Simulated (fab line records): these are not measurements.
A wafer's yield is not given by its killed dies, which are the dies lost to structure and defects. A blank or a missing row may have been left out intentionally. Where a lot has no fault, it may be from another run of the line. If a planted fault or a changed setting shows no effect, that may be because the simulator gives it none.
fab line records | flow nand_harc
[record] lots = 24 wafers = 72 last_day = 24
route steps=1159 shown A_WL_FILL@823 A_CONTACT@920 A_BLC@980 A_M1@1038 HYBRID_BOND@1099 THIN_TSV@1122
lots with no fault: from the same line, run without faults
start_h: start of the lot's first displayed wafer, in hours after the record's first day | wait_h: how many hours have passed since the lot's step before this one | " identical to the entry in the row above | L1.1+2: a single row standing in for several wafers | - no value, or no start given | * or withheld: withheld | < > ~ a bound
route shown NAME@n: NAME is a module with steps in the file, n the number in the route of the first one | usual: the fault-free wafers' mean and standard deviation | same: alike in all rows | chamber/n: place in a boat | sites: the reading at each site | _std_site: the standard deviation of these | _edge_site: the outer-site mean with the inner-site mean subtracted | radius_mm: for every site, how far away it sits from the centre of the wafer | mask NAME#n: copy n | behind: the most recent tool/chamber to have shaped the wafer | hold: reason for holding the lot/hours on hold/outcome of the hold | device: the transistor (n, p or np) that didn't switch | end of line: the tests these same wafers got at the end of their route | step lacking rows: just its recipe | killed: not the wafer's yield, but the dies lost to structure and defects at the first sort | map: per-die view of a wafer (x killed, . not killed, _ where there is no die)
set.NAME: the setting that was run; set.NAME@STEP: the one run at that earlier step | model.NAME: the simulator's own value behind a step, which no gauge read
route steps across a sampled set of lots; one table per step, one row per wafer
services: from which hour (start_h, from the record's first day; less than 0 if before it) a tool's chamber was out of use, for how many hours, and why
[[steps]]
[step NHARC_A_WL_FILL_ETCHBACK_16]
[recipe] target_depth_a = 880 time_s = 17.6 c4f8_flow_sccm = withheld o2_flow_sccm = 8 ar_flow_sccm = withheld rf_w = 600 bias_w = 800 chemistry = C4F8/O2/Ar
[usual] oes_product_au = 0.984/0.029 rf_vpp_V = 726/3.6
// columns lot.wafer tool chamber start_h wait_h oes_product_au rf_hours_counter_h rf_vpp_V
L075.4 rie_diel-07 1 - - 1.003 3.6 725
L075.3 " 2 " " 0.995 3.6 730
L075.5 " 2 " " 0.992 - 731
L076.2 rie_diel-08 2 - - 0.993 1.1 731
L076.5 " 2 " " 0.988 - 730
L076.6 " 3 " " 0.999 - 724
L074.3 rie_diel-08 0 - - 1.001 1.1 730
L074.2 " 2 " " 1.001 1.1 732
L074.6 " 0 " " 0.997 - 730
L078.4 rie_diel-08 0 - - 0.983 1.3 732
L078.3 " 1 " " 0.979 1.4 728
L078.5 " 3 " " 0.980 - 725
L080.1 rie_diel-07 3 - - 1.007 4.3 725
L080.6 " 2 " " 0.997 - 731
L080.5 " 3 " " 1.000 - 723
L079.3 rie_diel-05 1 - - 1.014 1.0 722
L079.2 " 0 " " 0.996 1.0 724
L079.6 " 1 " " 1.015 - 724
L077.3 rie_diel-08 2 - - 0.990 1.5 729
L077.6 " 0 " " 0.999 - 730
L077.5 " 1 " " 1.000 - 728
L081.1 rie_diel-08 1 - - 0.926 1.6 728
L081.2 " 3 " " 0.922 1.6 726
L081.6 " 0 " " 0.922 - 729
L083.2 rie_diel-05 0 - - 0.999 3.6 724
L083.3 " 1 " " 1.004 3.5 725
L083.4 " 1 " " 1.005 - 724
L082.2 rie_diel-07 1 - - 0.928 5.4 725
L082.4 " 3 " " 0.928 5.2 727
L082.6 " 2 " " 0.927 - 731
L084.1 rie_diel-08 2 - - 0.991 2.6 731
L084.6 " 2 " " 0.991 - 730
L084.5 " 3 " " 0.995 - 724
L086.3 rie_diel-07 0 - - 0.989 0 718
L086.2 " 2 " " 1.007 0 730
L086.5 " 0 " " 0.996 - 717
L085.1 rie_diel-05 1 - - 0.981 4.4 724
L085.5 " 1 " " 0.983 - 724
L085.6 " 2 " " 0.979 - 729
L087.3 rie_diel-08 1 - - 1.004 3.1 727
L087.2 " 2 " " 0.991 3.0 731
L087.5 " 0 " " 0.999 - 730
L090.1 rie_diel-07 3 - - 1.000 0.6 724
L090.3 " 0 " " 0.987 0.6 718
L090.5 " 3 " " 0.994 - 724
L091.1 rie_diel-05 2 - - 0.995 4.8 727
L091.5 " 2 " " 1.003 - 727
L091.6 " 3 " " 1.011 - 725
L089.3 rie_diel-05 2 - - 1.001 4.8 727
L089.2 " 3 " " 1.001 2.9 726
L089.5 " 1 " " 1.022 - 724
L088.2 rie_diel-07 3 - - 1.003 0.7 725
L088.5 " 2 " " 0.994 - 730
L088.4 " 3 " " 0.986 - 726
L093.3 rie_diel-08 0 - - 0.993 2.7 730
L093.2 " 2 " " 1.009 3.3 731
L093.6 " 1 " " 1.008 - 727
L092.4 rie_diel-05 1 - - 0.931 4.8 724
L092.1 " 2 " " 0.914 4.8 728
L092.6 " 0 " " 0.912 - 725
L094.1 rie_diel-07 1 - - 0.987 0.9 726
L094.3 " 2 " " 1.000 1.2 731
L094.5 " 1 " " 0.992 - 726
L096.2 rie_diel-08 1 - - 0.931 3.7 728
L096.1 " 2 " " 0.933 3.7 732
L096.3 " 3 " " 0.920 3.6 725
L095.3 rie_diel-07 2 - - 1.000 1.2 731
L095.5 " 3 " " 1.010 - 725
L095.6 " 0 " " 0.965 - 717
L097.2 rie_diel-07 3 - - 0.998 2.2 726
L097.3 " 0 " " 0.991 1.6 717
L097.5 " 2 " " 0.993 - 729
[step NHARC_A_CONTACT_ETCH_106]
[recipe] target_depth_a = 600 overetch_a = 60 time_s = 33 ion_energy_ev = 100 cf4_flow_sccm = 80 o2_flow_sccm = 20 ar_flow_sccm = 0 rf_w = 300 bias_w = 100 chemistry = CF4/O2
[usual] drypump_motor_current_A = 5.7/0.34 oes_product_au = 1.001/0.0069 rf_vpp_V = 198.2/1.6 showerhead_plenum_p_Torr = 1.36/0.063 throttle_valve_pct = 13.398/0.0096
// columns lot.wafer tool chamber start_h wait_h drypump_motor_current_A oes_product_au rf_hours_counter_h rf_vpp_V showerhead_plenum_p_Torr throttle_valve_pct
L075.3 rie_diel-11 1 381.63 0.1 5.6 1.003 1 199.7 1.42 13.390
L075.4 " 2 " " 5.8 0.997 1 195.9 1.26 13.389
L075.5 " 1 " " 5.6 1.012 - 198.5 1.42 13.389
L076.2 rie_diel-01 2 382.06 0.1 6.6 1.017 24 196.8 1.33 13.381
L076.5 " 0 " " 6.4 0.999 - 194.0 1.24 13.406
L076.6 " 1 " " 5.7 1.025 - 199.3 1.34 13.395
L074.2 rie_diel-01 0 386.84 0.1 6.3 0.982 29 196.0 1.23 13.407
L074.3 " 2 " " 6.6 1.001 28 197.9 1.32 13.398
L074.6 " 0 " " 6.4 0.988 - 196.6 1.23 13.386
L079.2 rie_diel-11 2 394.72 0.1 5.8 1.012 6 196.6 1.26 13.398
L079.3 " 0 " " 5.6 1.001 6 199.9 1.40 13.406
L079.6 " 2 " " 5.8 1.012 - 197.2 1.26 13.414
L078.4 rie_diel-12 3 396.67 0.1 5.4 1.006 3 199.6 1.43 13.396
L078.3 " 0 " " 5.5 1.002 3 199.9 1.43 13.400
L078.5 " 1 " " 5.2 1.000 - 197.9 1.39 13.413
L080.1 rie_diel-11 1 400.85 0.2 5.6 1.000 7 198.6 1.41 13.396
L080.5 " 2 " " 5.8 1.005 - 195.1 1.26 13.404
L080.6 " 3 " " 5.8 1.005 - 197.8 1.35 13.401
L077.3 rie_diel-11 2 407.87 0.1 5.8 0.996 9 196.3 1.26 13.405
L077.5 " 0 " " 5.6 1.004 - 199.7 1.40 13.388
L077.6 " 1 " " 5.5 0.997 - 197.6 1.41 13.392
L081.1 rie_diel-12 1 417.39 0.1 5.2 1.000 12 200.9 1.39 13.394
L081.2 " 3 " " 5.4 1.006 9 200.3 1.43 13.380
L081.6 " 0 " " 5.5 1.006 - 200.0 1.43 13.385
L082.2 rie_diel-01 2 429.60 0.1 6.6 1.002 42 195.7 1.32 13.392
L082.4 " 3 " " 6.3 1.007 44 199.3 1.39 13.401
L082.6 " 1 " " 5.6 1.015 - 197.9 1.34 13.400
L083.2 rie_diel-11 1 430.57 0.1 5.6 1.004 12 199.8 1.41 13.381
L083.3 " 2 " " 5.8 0.993 13 195.8 1.26 13.401
L083.4 " 3 " " 5.8 0.990 13 198.5 1.35 13.393
L084.1 rie_diel-11 2 439.67 0.1 5.8 0.998 13 194.6 1.26 13.398
L084.5 " 0 " " 5.6 0.994 - 199.0 1.40 13.412
L084.6 " 1 " " 5.6 1.009 - 199.5 1.41 13.403
L085.1 rie_diel-11 1 457.46 0.1 5.6 0.999 16 198.8 1.41 13.417
L085.5 " 2 " " 5.8 1.009 - 196.1 1.26 13.390
L085.6 " 3 " " 5.8 0.998 - 199.0 1.35 13.400
L086.2 rie_diel-12 0 458.32 0.1 5.6 0.996 25 198.6 1.43 13.396
L086.3 " 2 " " 4.8 1.001 22 200.7 1.44 13.396
L086.5 " 0 " " 5.6 0.998 - 200.1 1.43 13.389
L087.3 rie_diel-11 3 462.42 0.1 5.8 1.002 18 196.4 1.35 13.392
L087.2 " 0 " " 5.6 1.007 18 199.5 1.40 13.391
L087.5 " 2 " " 5.8 1.009 - 196.5 1.26 13.407
L091.1 rie_diel-11 3 474.06 0.1 5.8 1.000 21 197.7 1.35 13.395
L091.5 " 0 " " 5.6 1.000 - 199.6 1.40 13.396
L091.6 " 1 " " 5.6 1.006 - 200.1 1.41 13.400
L090.3 rie_diel-11 3 475.65 0.1 5.8 0.994 21 198.2 1.35 13.403
L090.1 " 0 " " 5.6 1.014 20 198.9 1.40 13.415
L090.5 " 1 " " 5.5 1.013 - 198.9 1.41 13.396
L089.2 rie_diel-11 2 477.93 0.1 5.8 1.002 22 193.8 1.26 13.392
L089.3 " 1 " " 5.5 0.995 20 198.9 1.41 13.389
L089.5 " 2 " " 5.8 0.995 - 194.9 1.26 13.413
L088.2 rie_diel-01 1 479.04 0.1 5.7 1.005 60 197.9 1.34 13.402
L088.5 " 1 " " 5.7 1.008 - 198.4 1.34 13.397
L088.4 " 2 " " 6.6 0.994 - 197.5 1.32 13.399
L093.2 rie_diel-11 0 483.78 0.1 5.6 1.001 21 198.2 1.40 13.402
L093.3 " 1 " " 5.6 1.000 20 199.8 1.41 13.402
L093.6 " 1 " " 5.6 1.006 - 199.1 1.41 13.378
L092.1 rie_diel-12 3 491.35 0.1 5.4 1.012 33 200.0 1.42 13.412
L092.6 " 2 " " 4.8 1.003 - 200.4 1.44 13.393
L092.4 " 3 " " 5.4 1.014 - 199.9 1.42 13.374
L094.1 rie_diel-11 0 493.11 0.1 5.6 1.007 23 200.4 1.40 13.398
L094.3 " 2 " " 5.8 0.998 23 196.8 1.26 13.402
L094.5 " 0 " " 5.6 0.998 - 200.4 1.40 13.385
L096.1 rie_diel-11 1 495.08 0.1 5.6 1.000 22 199.4 1.41 13.393
L096.3 " 3 " " 5.8 0.990 25 198.9 1.35 13.405
L096.2 " 0 " " 5.6 0.995 23 198.6 1.40 13.399
L095.3 rie_diel-11 3 499.66 0.1 5.8 0.996 26 197.6 1.34 13.391
L095.6 " 0 " " 5.6 1.003 - 199.0 1.40 13.391
L095.5 " 1 " " 5.6 0.998 - 200.4 1.41 13.397
L097.2 rie_diel-11 3 520.41 0.1 5.7 0.995 31 198.0 1.34 13.406
L097.3 " 0 " " 5.6 1.005 27 198.2 1.40 13.415
L097.5 " 2 " " 5.8 1.000 - 196.6 1.25 13.388
[step NHARC_A_BLC_ETCH_18]
[recipe] target_depth_a = 9100 c4f8_flow_sccm = 20 o2_flow_sccm = 10 ar_flow_sccm = withheld rf_w = 600 bias_w = 1500 chemistry = C4F8/O2/Ar
[usual] oes_product_au = 0.946/0.024 rf_vpp_V = 977/5.3
// columns lot.wafer tool chamber start_h wait_h oes_product_au rf_hours_counter_h rf_vpp_V
L076.2 rie_diel-10 0 - - 0.989 11 973
L076.6 " 1 " " 0.972 - 971
L076.5 " 2 " " 0.965 - 971
L075.4 rie_diel-04 3 - - 0.931 9 978
L075.3 " 1 " " 0.929 8 988
L075.5 " 3 " " 0.921 - 979
L074.3 rie_diel-04 0 - - 0.927 11 986
L074.2 " 3 " " 0.939 10 980
L074.6 " 1 " " 0.931 - 987
L079.2 rie_diel-03 0 - - 0.969 0 983
L079.3 " 3 " " 0.992 0 975
L079.6 " 1 " " 0.958 - 977
L078.3 rie_diel-03 1 - - 0.959 1 975
L078.4 " 3 " " 0.988 1 975
L078.5 " 1 " " 0.960 - 976
L080.1 rie_diel-04 0 - - 0.931 12 986
L080.6 " 2 " " 0.931 - 978
L080.5 " 3 " " 0.925 - 979
L077.3 rie_diel-03 1 - - 0.944 2 976
L077.6 " 3 " " 0.979 - 975
L077.5 " 0 " " 0.959 - 982
L081.2 rie_diel-04 0 - - 0.920 14 986
L081.1 " 1 " " 0.922 12 986
L081.6 " 2 " " 0.913 - 978
L082.4 rie_diel-03 2 - - 0.955 4 972
L082.2 " 0 " " 0.986 4 984
L082.6 " 3 " " 0.960 - 976
L083.2 rie_diel-10 2 - - 0.966 27 971
L083.3 " 0 " " 0.942 25 973
L083.4 " 1 " " 0.947 28 969
L084.1 rie_diel-10 0 - - 0.914 27 973
L084.6 " 1 " " 0.927 - 969
L084.5 " 0 " " 0.927 - 974
L085.1 rie_diel-03 0 - - 0.968 6 983
L085.5 " 3 " " 0.983 - 977
L085.6 " 0 " " 0.962 - 982
L086.2 rie_diel-10 3 - - 0.929 37 976
L086.3 " 0 " " 0.933 36 973
L086.5 " 3 " " 0.923 - 976
L087.3 rie_diel-03 3 - - 0.931 8 976
L087.2 " 0 " " 0.932 7 982
L087.5 " 3 " " 0.919 - 976
L091.1 rie_diel-04 0 - - 0.965 1 984
L091.6 " 3 " " 0.966 - 979
L091.5 " 0 " " 0.962 - 985
L090.3 rie_diel-03 1 - - 0.920 8 977
L090.1 " 2 " " 0.941 8 973
L090.5 " 1 " " 0.921 - 975
L089.2 rie_diel-10 0 - - 0.963 44 973
L089.3 " 1 " " 0.955 47 968
L089.5 " 2 " " 0.970 - 970
L088.2 rie_diel-04 2 - - 0.969 2 977
L088.4 " 3 " " 0.970 1 980
L088.5 " 1 " " 0.975 - 988
L093.2 rie_diel-03 1 - - 0.924 9 976
L093.3 " 2 " " 0.932 9 973
L093.6 " 0 " " 0.924 - 984
L092.4 rie_diel-04 1 - - 0.970 3 987
L092.1 " 2 " " 0.948 3 978
L092.6 " 1 " " 0.979 - 987
L094.3 rie_diel-03 0 - - 0.918 11 983
L094.1 " 1 " " 0.927 10 976
L094.5 " 3 " " 0.921 - 975
L096.1 rie_diel-10 1 - - 0.924 51 968
L096.3 " 2 " " 0.937 38 971
L096.2 " 0 " " 0.923 48 974
L095.3 rie_diel-03 2 - - 0.937 11 973
L095.5 " 0 " " 0.930 - 981
L095.6 " 1 " " 0.924 - 975
L097.3 rie_diel-03 0 - - 0.916 14 983
L097.2 " 1 " " 0.915 14 976
L097.5 " 2 " " 0.932 - 973
[step NHARC_A_M1_INSPECT_11]
[usual] raw_defect_count = 30/11
// columns lot.wafer tool chamber start_h wait_h raw_defect_count
L076.2 defect_inspect-01 - 406.08 0.0 22
L076.5 " - " " 27
L076.6 " - " " 21
L075.3 defect_inspect-01 - 406.46 0.0 26
L075.4 " - " " 31
L075.5 " - " " 41
L074.2 defect_inspect-01 - 409.27 0.0 19
L074.3 " - " " 8
L074.6 " - " " 17
L079.2 defect_inspect-01 - 411.86 0.0 22
L079.3 " - " " 24
L079.6 " - " " 13
L078.3 defect_inspect-02 - 415.12 0.0 20
L078.4 " - " " 26
L078.5 " - " " 32
L080.1 defect_inspect-01 - 422.93 0.0 29
L080.5 " - " " 42
L080.6 " - " " 27
L077.3 defect_inspect-01 - 427.54 0.0 16
L077.5 " - " " 16
L077.6 " - " " 11
L081.1 defect_inspect-02 - 437.15 0.0 39
L081.2 " - " " 37
L081.6 " - " " 30
L082.2 defect_inspect-02 - 451.22 0.0 37
L082.4 " - " " 51
L082.6 " - " " 46
L083.2 defect_inspect-02 - 452.57 0.0 30
L083.3 " - " " 16
L083.4 " - " " 20
L084.1 defect_inspect-02 - 460.78 0.0 33
L084.5 " - " " 27
L084.6 " - " " 26
L085.1 defect_inspect-01 - 476.09 0.0 27
L085.5 " - " " 21
L085.6 " - " " 29
L086.2 defect_inspect-02 - 477.06 0.0 18
L086.3 " - " " 15
L086.5 " - " " 16
L087.2 defect_inspect-02 - 484.24 0.0 33
L087.3 " - " " 34
L087.5 " - " " 32
L091.1 defect_inspect-02 - 498.27 0.0 34
L091.5 " - " " 38
L091.6 " - " " 32
L090.1 defect_inspect-01 - 499.24 0.0 29
L090.3 " - " " 30
L090.5 " - " " 26
L089.2 defect_inspect-01 - 499.91 0.0 33
L089.3 " - " " 38
L089.5 " - " " 37
L088.2 defect_inspect-02 - 503.62 0.0 18
L088.4 " - " " 15
L088.5 " - " " 20
L093.2 defect_inspect-02 - 504.34 0.0 51
L093.3 " - " " 49
L093.6 " - " " 49
L092.1 defect_inspect-01 - 519.35 0.0 20
L092.4 " - " " 28
L092.6 " - " " 31
L094.1 defect_inspect-02 - 519.50 0.0 23
L094.3 " - " " 20
L094.5 " - " " 21
L096.1 defect_inspect-01 - 519.66 0.0 49
L096.2 " - " " 58
L096.3 " - " " 40
L095.3 defect_inspect-01 - 522.61 0.0 43
L095.5 " - " " 37
L095.6 " - " " 30
L097.2 defect_inspect-02 - 546.13 0.0 37
L097.3 " - " " 40
L097.5 " - " " 47
[step NHARC_HYBRID_BOND_OVL_MEAS_05]
[usual] overlay_x_nm = 0/32 overlay_y_nm = -4/32
// columns lot.wafer tool chamber start_h wait_h overlay_x_nm overlay_y_nm
L076.2 overlay-01 - 421.79 0.4 8 -21
L076.5 " - " " -32 9
L076.6 " - " " 32 -71
L075.3 overlay-02 - 421.80 0.4 39 20
L075.4 " - " " -36 -4
L075.5 " - " " 48 -23
L074.2 overlay-01 - 428.01 0.4 -11 -12
L074.3 " - " " -1 25
L074.6 " - " " -23 -54
L079.2 overlay-02 - 428.01 0.4 2 45
L079.3 " - " " 2 -61
L079.6 " - " " -14 31
L078.3 overlay-02 - 434.77 0.4 22 -32
L078.4 " - " " 84 -5
L078.5 " - " " 2 6
L080.1 overlay-02 - 441.60 0.4 -10 -29
L080.5 " - " " -49 16
L080.6 " - " " -7 8
L077.3 overlay-01 - 441.60 0.4 -55 -31
L077.5 " - " " 90 -39
L077.6 " - " " -2 -32
L081.1 overlay-02 - 456.99 0.4 3 11
L081.2 " - " " 20 -44
L081.6 " - " " -24 -39
L082.2 overlay-02 - 469.55 0.4 45 -2
L082.4 " - " " 5 -42
L082.6 " - " " -6 -43
L083.2 overlay-01 - 469.55 0.4 -7 -8
L083.3 " - " " 18 50
L083.4 " - " " -6 28
L084.1 overlay-02 - 479.93 0.4 -33 -11
L084.5 " - " " -27 1
L084.6 " - " " 36 62
L085.1 overlay-01 - 497.23 0.4 -2 -2
L085.5 " - " " -39 54
L085.6 " - " " -6 5
L086.2 overlay-02 - 497.24 0.4 -59 55
L086.3 " - " " 44 -43
L086.5 " - " " 31 -45
L087.2 overlay-01 - 501.61 0.4 -31 25
L087.3 " - " " 16 -8
L087.5 " - " " -42 63
L091.1 overlay-01 - 520.68 0.4 14 -34
L091.5 " - " " 51 15
L091.6 " - " " 37 -61
L089.2 overlay-02 - 520.68 0.4 29 -36
L089.3 " - " " -13 15
L089.5 " - " " -44 45
L090.1 overlay-02 - 520.69 0.4 14 -55
L090.3 " - " " 18 16
L090.5 " - " " 26 -9
L088.2 overlay-01 - 520.69 0.4 13 -6
L088.4 " - " " -14 -35
L088.5 " - " " -20 -40
L093.2 overlay-01 - 520.70 0.4 60 -18
L093.3 " - " " -56 0
L093.6 " - " " 30 56
L092.1 overlay-01 - 537.21 0.4 3 25
L092.4 " - " " -15 82
L092.6 " - " " -105 1
L094.1 overlay-02 - 537.21 0.4 17 -26
L094.3 " - " " -3 -19
L094.5 " - " " 30 8
L096.1 overlay-01 - 537.22 0.4 43 39
L096.2 " - " " 37 -14
L096.3 " - " " 5 -61
L095.3 overlay-02 - 537.23 0.4 -8 -22
L095.5 " - " " 27 -30
L095.6 " - " " 11 -6
L097.2 overlay-02 - 561.35 0.4 9 21
L097.3 " - " " 35 22
L097.5 " - " " -41 -18
[step NHARC_THIN_TSV_STRIP_45]
[recipe] power_w = 1500 temp_c = 250 chemistry = O2
[usual] drypump_motor_current_A = 5.8/0.46 heater_power_w = 354/35
// columns lot.wafer tool chamber start_h wait_h drypump_motor_current_A heater_power_w rf_hours_counter_h
L076.2 plasma_asher-02 1 425.64 0.1 5.1 299 20
L076.6 " 0 " " 5.7 343 -
L076.5 " 1 " " 5.1 297 -
L075.4 plasma_asher-01 0 428.04 0.2 6.5 402 -
L075.3 " 1 " " 5.7 355 -
L075.5 " 1 " " 5.7 365 -
L074.2 plasma_asher-01 0 431.87 0.1 6.5 414 49
L074.3 " 0 " " 6.5 403 -
L074.6 " 1 " " 5.8 354 -
L079.2 plasma_asher-02 0 433.82 0.1 5.7 351 23
L079.3 " 1 " " 5.2 301 -
L079.6 " 0 " " 5.7 348 -
L078.4 plasma_asher-02 0 438.63 0.2 5.8 346 -
L078.3 " 1 " " 5.2 308 -
L078.5 " 0 " " 5.7 345 -
L080.1 plasma_asher-01 0 445.51 0.1 6.5 404 55
L080.5 " 0 " " 6.5 397 -
L080.6 " 1 " " 5.8 363 -
L077.3 plasma_asher-02 1 446.59 0.2 5.2 303 -
L077.6 " 1 " " 5.2 304 -
L077.5 " 0 " " 5.7 347 -
L081.2 plasma_asher-02 0 461.40 0.7 5.7 351 34
L081.1 " 1 " " 5.2 307 34
L081.6 " 0 " " 5.7 356 -
L082.2 plasma_asher-02 1 473.44 0.1 5.2 304 38
L082.4 " 0 " " 5.7 345 -
L082.6 " 1 " " 5.2 314 -
L083.2 plasma_asher-02 1 474.46 0.1 5.2 304 38
L083.3 " 1 " " 5.2 300 -
L083.4 " 0 " " 5.7 344 -
L084.1 plasma_asher-01 0 484.00 0.3 6.5 397 6
L084.6 " 1 " " 5.8 362 -
L084.5 " 0 " " 6.5 390 -
L086.2 plasma_asher-01 0 501.33 0.1 6.5 393 10
L086.3 " 1 " " 5.8 368 -
L086.5 " 0 " " 6.5 401 -
L085.1 plasma_asher-02 0 502.48 0.1 5.8 342 46
L085.5 " 0 " " 5.7 351 -
L085.6 " 1 " " 5.2 303 -
L087.2 plasma_asher-02 0 505.29 0.1 5.7 344 46
L087.3 " 1 " " 5.2 302 -
L087.5 " 0 " " 5.7 343 -
L091.1 plasma_asher-02 0 524.85 0.1 5.7 343 54
L091.6 " 1 " " 5.1 305 -
L091.5 " 0 " " 5.7 349 -
L089.2 plasma_asher-01 1 525.66 0.1 5.8 350 19
L089.3 " 0 " " 6.5 405 -
L089.5 " 1 " " 5.8 360 -
L090.1 plasma_asher-02 1 526.84 0.1 5.2 300 54
L090.3 " 1 " " 5.2 299 -
L090.5 " 0 " " 5.7 346 -
L088.2 plasma_asher-01 1 528.16 0.1 5.8 360 20
L088.4 " 1 " " 5.8 358 -
L088.5 " 0 " " 6.5 396 -
L093.2 plasma_asher-01 0 529.29 0.1 6.5 394 21
L093.3 " 1 " " 5.8 363 -
L093.6 " 1 " " 5.8 350 -
L092.1 plasma_asher-01 0 541.65 0.9 6.5 393 27
L092.4 " 0 " " 6.5 397 -
L092.6 " 1 " " 5.8 353 -
L094.1 plasma_asher-01 1 542.17 0.2 5.8 359 27
L094.3 " 1 " " 5.8 351 -
L094.5 " 1 " " 5.8 354 -
L096.1 plasma_asher-01 1 543.55 0.2 5.8 353 29
L096.2 " 0 " " 6.5 389 29
L096.3 " 1 " " 5.8 354 -
L095.3 plasma_asher-01 1 545.94 1.4 5.8 357 -
L095.5 " 0 " " 6.5 400 -
L095.6 " 1 " " 5.8 341 -
L097.2 plasma_asher-01 1 565.08 0.1 5.8 353 36
L097.3 " 0 " " 6.5 395 -
L097.5 " 0 " " 6.4 400 -
[[services]]
// columns tool chamber start_h hours kind
plasma_asher-01 - 355.74 1.9 repair
rie_diel-08 - 359.83 0.8 repair
plasma_asher-02 - 360.00 9.0 pm
rie_diel-11 - 366.53 9.0 pm
rie_diel-03 0 373.75 1.7 repair
rie_diel-03 - 392.52 9.0 pm
rie_diel-08 0 396.60 7.9 repair
rie_diel-07 - 416.89 9.0 pm
rie_diel-08 - 433.93 0.1 repair
rie_diel-07 1 434.35 2.5 repair
rie_diel-11 0 441.10 3.3 repair
rie_diel-07 0 446.39 13.2 repair
rie_diel-08 0 449.12 10.8 repair
plasma_asher-01 - 453.00 9.0 pm
rie_diel-11 1 454.41 2.5 repair
rie_diel-03 2 471.40 2.2 repair
rie_diel-08 - 478.80 9.0 pm
rie_diel-03 1 483.38 5.1 repair
rie_diel-11 0 500.70 10.5 repair
rie_diel-08 1 503.80 3.2 repair
plasma_asher-02 - 511.46 0.5 repair
plasma_asher-02 - 537.00 9.0 pm
rie_diel-11 - 543.53 9.0 pm
rie_diel-03 1 560.44 3.4 repair
[[key]]
fault none
